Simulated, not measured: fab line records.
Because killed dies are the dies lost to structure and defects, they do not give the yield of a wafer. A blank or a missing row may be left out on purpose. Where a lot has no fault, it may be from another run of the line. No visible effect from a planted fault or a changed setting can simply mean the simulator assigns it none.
Chamber matching + flow n5Finfet + N5_GATE_CUT_ALD_22 on aldSin-01: 4 sister chambers
The step deposits SiNx, target thk 16 nm, pulse time 1 s, ald cycles 320. 20 wafers are shown with their chamber, then 10 later ones without.

== WAFERS WITH THEIR CHAMBER ==
| wafer  | chamber | heaterPowerW (W) | precursorPulseHeightRel |
|--------|---------|------------------|-------------------------|
| L076.1 | 1       | 885              | 1.000                   |
| L076.4 | 2       | 963              | 1.000                   |
| L076.6 | 1       | 898              | 1.042                   |
| L077.2 | 3       | 738              | 1.030                   |
| L077.3 | 1       | 887              | 1.024                   |
| L077.4 | 0       | 988              | 1.009                   |
| L079.1 | 3       | 729              | 1.036                   |
| L079.4 | 1       | 897              | 0.989                   |
| L079.6 | 1       | 903              | 1.001                   |
| L085.4 | 0       | 993              | 1.004                   |
| L085.5 | 1       | 909              | 1.004                   |
| L085.6 | 2       | 946              | 1.006                   |
| L086.2 | 3       | 746              | 1.000                   |
| L086.4 | 1       | 890              | 1.013                   |
| L086.6 | 0       | 1011             | 0.982                   |
| L090.2 | 0       | 1036             | 0.988                   |
| L090.3 | 1       | 887              | 0.977                   |
| L090.5 | 3       | 742              | 1.020                   |
| L091.3 | 1       | 889              | 0.955                   |
| L091.4 | 2       | 981              | 0.969                   |

SIGNATURES (means of the wafers above)
| reading                 | chamber 0 | chamber 1 | chamber 2 | chamber 3 | scatter within a chamber |
|-------------------------|-----------|-----------|-----------|-----------|--------------------------|
| heaterPowerW            | 1007.00   | 893.89    | 963.33    | 738.75    | 13.1                     |
| precursorPulseHeightRel | 0.99575   | 1.00056   | 0.99167   | 1.02150   | 0.0213                   |
Rule: a wafer's distance from a chamber is the root of the sum, over the readings, of the square of ((its reading less the chamber's mean) divided by the reading's scatter). The wafer belongs to the nearest chamber; if the next one is less than 2 further off, it can't be placed. How the scatter is found: for the shown wafers, subtract from each reading the mean of its chamber, square and add these, divide the total by (wafers less chambers), then take the root.

== WAFERS WITHOUT THEIR CHAMBER ==
| wafer  | heaterPowerW (W) | precursorPulseHeightRel |
|--------|------------------|-------------------------|
| L091.6 | 947              | 0.981                   |
| L093.1 | 1006             | 1.028                   |
| L093.4 | 967              | 1.008                   |
| L093.6 | 752              | 0.946                   |
| L094.1 | 1024             | 0.990                   |
| L094.2 | 731              | 0.997                   |
| L094.3 | 882              | 1.001                   |
| L097.2 | 983              | 1.011                   |
| L097.4 | 1005             | 0.994                   |
| L097.5 | 757              | 1.038                   |

== EACH ONE'S CHAMBER ==
| wafer  | from the rows above     | in truth |
|--------|-------------------------|----------|
| L091.6 | 2                       | 2        |
| L093.1 | 0                       | 0        |
| L093.4 | 2                       | 2        |
| L093.6 | 3                       | 3        |
| L094.1 | 0                       | 0        |
| L094.2 | 3                       | 3        |
| L094.3 | 1                       | 1        |
| L097.2 | can't be placed: 2 or 0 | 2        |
| L097.4 | 0                       | 0        |
| L097.5 | 3                       | 3        |
Placed correctly: 9 of 10. Not placeable from these rows: 1 (in 1, the candidates include the true chamber). 0 placed wrongly.
